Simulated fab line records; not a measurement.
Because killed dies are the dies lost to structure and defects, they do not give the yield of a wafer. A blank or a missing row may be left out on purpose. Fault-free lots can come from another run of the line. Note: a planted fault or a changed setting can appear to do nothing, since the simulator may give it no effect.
A struck lot beside a sound one || flow n5_finfet || 14 out of 1938 route steps
Sound: the wafers L444.2, L444.5, L444.6. Struck: wafer L451.4. (L451.1 of the same lot was not struck and is left out.) The cause comes at the end.
Per side, at each step with rows, come the tool, then ch with its chambers, and then its first start. Under that, the readings that differ: sound wafers || struck wafers || difference of the means || sigmas: that difference in standard deviations of wafers without a fault.
alike: same words and numbers on both sides, and readings whose means sit less than 2 such deviations apart. not compared: any withheld reading, any reading some wafer has no value for, any bound like >300 that may hide the same value, and any number with overlapping values for which the record gives no deviation.
A row with sigmas, a row that says differs or no value, or rows on one side alone: a step with any of these is where the two part. Non-overlapping numbers with no deviation appear without sigmas and do not part them. A reading missing from all wafers of one side parts the sides only when that side holds two or more wafers.

first, 5 steps without rows for these wafers: N5_BEOL_M10_EBR_24; N5_BEOL_M10_SOFTBAKE_23 (time 60 s); N5_BEOL_M10_EXPOSE_25 (exposes mask V9); N5_BEOL_M10_PEB_26 (peb time 60 s); N5_BEOL_M10_DEVELOP_27 (develop time 30 s).
N5_BEOL_M10_CD_MEAS_28 targets a cd of 70 nm.
  sound on cd_sem-01 ch 0, day 11 15:58; struck on cd_sem-03 ch 0, day 13 00:32
  alike: cd_nm
N5_BEOL_M10_OVL_MEAS_29:
  sound on overlay-02 ch 0, day 11 15:59; struck on overlay-02 ch 0, day 13 00:34
  alike: V9_OVL
N5_BEOL_M10_INSPECT_30: inspects for defects (brightfield).
  sound on defect_inspect-01, day 11 16:01; struck on defect_inspect-01, day 13 00:35
{"reading": "raw_defect_count", "sound": "346 304 324", "struck": 520, "difference": "+195", "sigmas": "+2"}
N5_BEOL_M10_DESCUM_33: chemistry O2, time 7.9 s.
  sound on rie_diel-04 ch 0,2,3, day 11 16:03; struck on rie_diel-01 ch 0, day 13 00:38
{"reading": "rf_vpp_V (V)", "sound": "242.7 244.7 244.1", "struck": 240.7, "difference": -3.1, "sigmas": -2}
  alike: bias_power_w, drypump_motor_current_A, o2_flow_sccm, oes_product_au, showerhead_plenum_p_Torr, throttle_valve_pct
  not compared: rf_hours_counter_h
N5_BEOL_M10_ETCH_65: etches SiARC in CF4, target depth 39 nm, time 65 s.
  sound on rie_diel-04 ch 0,2,3, day 11 16:05; struck on rie_diel-01 ch 0, day 13 00:40
  alike: drypump_motor_current_A, etch_rf_on_time_s, oes_product_au, rf_vpp_V, showerhead_plenum_p_Torr, throttle_valve_pct
  not compared: rf_hours_counter_h
N5_BEOL_M10_ETCH_66: etches SOC in N2/H2, target depth 120 nm, overetch 24 nm, time 180 s.
  sound on rie_diel-04 ch 0,2,3, day 11 16:08; struck on rie_diel-01 ch 0, day 13 00:43
  alike: drypump_motor_current_A, oes_product_au, rf_vpp_V, run_length_s, showerhead_plenum_p_Torr, throttle_valve_pct
  not compared: rf_hours_counter_h
then, 1 step without rows for these wafers: N5_BEOL_M10_STRIP_69 (strips in N2/H2).
N5_BEOL_M10_VIA_ETCH_34: etches SiCOH lowk in C4F6/O2, target depth 184.5 nm, time 69.2 s.
  sound on rie_diel-04 ch 0,2,3, day 11 16:16; struck on rie_diel-01 ch 0, day 13 00:50
{"reading": "run_length_s (s)", "sound": "93.3 92.5 91.5", "struck": 106.1, "difference": "+13.7", "sigmas": "+25"}
{"reading": "model.etch.depth_nm (nm)", "sound": "187 183.7 182", "struck": 221.1, "difference": "+36.9", "sigmas": ""}
{"reading": "model.SOC_of_BEOL_M10_COAT_63.thk_nm (nm)", "sound": "92.6 92.4 92.4", "struck": 90.8, "difference": -1.7, "sigmas": ""}
  alike: drypump_motor_current_A, oes_o_777_au, oes_product_au, rf_vpp_V, showerhead_plenum_p_Torr, throttle_valve_pct
  not compared: rf_hours_counter_h
then, 1 step without rows for these wafers: N5_BEOL_M10_STRIP_73 (strips in C4F6/O2).

== WHERE THEY PART ==
At N5_BEOL_M10_INSPECT_30 first; at N5_BEOL_M10_VIA_ETCH_34 last (within this record only).

WHY: what the simulator had put in
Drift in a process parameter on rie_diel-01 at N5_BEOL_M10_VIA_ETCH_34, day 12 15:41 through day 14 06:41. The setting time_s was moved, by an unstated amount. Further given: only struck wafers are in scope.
